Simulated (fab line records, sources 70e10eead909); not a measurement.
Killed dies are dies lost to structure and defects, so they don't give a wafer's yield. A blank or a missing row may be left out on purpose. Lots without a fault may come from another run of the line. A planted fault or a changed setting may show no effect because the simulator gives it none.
A struck lot beside a sound one | flow nand_harc | 21 steps out of a route of 1159
Sound: wafers L397.1, L397.2, L397.6. Struck: wafer L388.1. (L388.4, L388.6 of the same lot were not struck and are left out.) The cause comes at the end.
At each step with rows: each side's tool, then ch and its chambers, then its first start. Under that, the readings that differ: sound wafers | struck wafers | difference of the means | sigmas: that difference in standard deviations of wafers without a fault.
alike: readings whose means differ by less than 2 such deviations, and words and numbers that are the same on both sides. not compared: withheld readings, readings that some wafer has no value for, bounds like >300 that may hide the same value, and numbers for which the record gives no deviation and whose values overlap.
The two part at a step that has a row with sigmas, a row that says differs or no value, or rows on one side only. Numbers that don't overlap but have no deviation are shown without sigmas and don't part them. A reading that every wafer of one side lacks parts them only if that side has two wafers or more.

NHARC_P_CONTACT_CMP_24: polishes, t overpolish 30 s, target thk 200 nm.
  sound on cmp-03 ch 1,2,3, day 8 22:59; struck on cmp-04 ch 1, day 6 16:39
  reading              | sound                | struck | difference | sigmas
  overpolish_run_s (s) | 30.001 30.018 30.001 | 29.985 | -0.022     | -2
  alike: motor_current_A, slurry_flow_ml_min, time_to_endpoint_s
then, 1 step without rows for these wafers: NHARC_P_CONTACT_SRD_26.
NHARC_P_CONTACT_INSPECT_27:
  sound on defect_inspect-02, day 8 23:21; struck on defect_inspect-01, day 6 17:02
  alike: raw_defect_count
then, 8 steps without rows for these wafers: NHARC_P_M0_DEP_00 (deposits SiOC, target thk 150 nm); NHARC_P_M0_DEHYDRATE_01 (time 120 s); NHARC_P_M0_HMDS_02 (time 30 s); NHARC_P_M0_COAT_33 (time 65 s); NHARC_P_M0_COAT_03 (resist thk 90 nm); NHARC_P_M0_SOFTBAKE_04 (time 55 s); NHARC_P_M0_EBR_05; NHARC_P_M0_EXPOSE_06 (exposes mask P M0, target cd 90 nm).
NHARC_P_M0_PEB_07: peb time 65 s.
  sound on litho_track-04 ch 0, day 9 00:10; struck on litho_track-01 ch 0, day 6 17:59
  reading                  | sound             | struck | difference | sigmas
  heater_power_total_W (W) | 156.0 156.4 156.0 | 162.5  | +6.4       | +15
then, 1 step without rows for these wafers: NHARC_P_M0_DEVELOP_08 (develop time 35 s).
NHARC_P_M0_CD_MEAS_09: target cd 90 nm.
  sound on cd_sem-01 ch 0, day 9 00:15; struck on cd_sem-03 ch 0, day 6 18:04
  reading    | sound          | struck | difference | sigmas
  cd_nm (nm) | 90.1 88.4 89.4 | 87.6   | -1.7       | -2
NHARC_P_M0_OVL_MEAS_10: pitch 180 nm.
  sound on overlay-01, day 9 00:20; struck on overlay-02, day 6 18:10
  alike: overlay_x_nm, overlay_y_nm
NHARC_P_M0_INSPECT_11:
  sound on defect_inspect-02, day 9 00:23; struck on defect_inspect-02, day 6 18:11
  alike: raw_defect_count
NHARC_P_M0_DESCUM_14: chemistry O2, time 3 s.
  sound on rie_diel-08 ch 1,2,3, day 9 00:26; struck on rie_diel-03 ch 2, day 6 18:15
  alike: chamber_pressure_mTorr, drypump_motor_current_A, oes_product_au, rf_vpp_V, showerhead_plenum_p_Torr, throttle_valve_pct
  not compared: rf_hours_counter_h, model.P_M0.cd_nm
NHARC_P_M0_ETCH_34: etches the open film in N2/H2, target depth 40 nm, overetch 12 nm, time 43.94 s.
  sound on rie_diel-08 ch 0,2,3, day 9 00:31; struck on rie_diel-03 ch 0, day 6 18:21
  alike: chamber_pressure_mTorr, drypump_motor_current_A, oes_product_au, rf_vpp_V, showerhead_plenum_p_Torr, throttle_valve_pct
  not compared: rf_hours_counter_h
NHARC_P_M0_ETCH_15: etches the open film in C4F8/Ar, target depth 150 nm, overetch 15 nm, time 82.5 s.
  sound on rie_diel-08 ch 0,1,3; struck on rie_diel-03 ch 0
  reading               | sound             | struck | difference | sigmas
  model.P_M0.cd_nm (nm) | 90.76 88.36 87.97 | 87.79  | -1.24      |
  alike: chamber_pressure_mTorr, oes_product_au, rf_vpp_V
  not compared: rf_hours_counter_h
NHARC_P_M0_CD_MEAS_16:
  sound on cd_sem-03, day 9 00:44; struck on cd_sem-03, day 6 18:33
  alike: cd_nm
-- the record jumps here: 14 days lie between the struck wafers' starts before and after (it left off in module P_M0 and takes up again in module END, whose first step shown is number 1159 of the route) --
NHARC_END_SORT_01:
  sound on prober-01 ch 0, day 22 19:25; struck on prober-01 ch 0, day 20 14:59
  alike: defect_limited_yield, killed_at_array, killed_at_other, killed_at_periphery, killed_dies, killed_open, killed_short, sort_bin_2_pct, sort_bin_3_pct, sort_bin_4_pct, sort_n_pass, sort_rim_yield_pct, sort_yield_pct

WHERE THEY PART
First at NHARC_P_CONTACT_CMP_24; last, within this record, at NHARC_P_M0_CD_MEAS_09. Later steps at which nothing parts them and some readings are alike: NHARC_P_M0_OVL_MEAS_10, NHARC_P_M0_INSPECT_11, NHARC_P_M0_DESCUM_14, NHARC_P_M0_ETCH_34, NHARC_P_M0_ETCH_15, NHARC_P_M0_CD_MEAS_16, NHARC_END_SORT_01.

WHY: what the simulator had put in
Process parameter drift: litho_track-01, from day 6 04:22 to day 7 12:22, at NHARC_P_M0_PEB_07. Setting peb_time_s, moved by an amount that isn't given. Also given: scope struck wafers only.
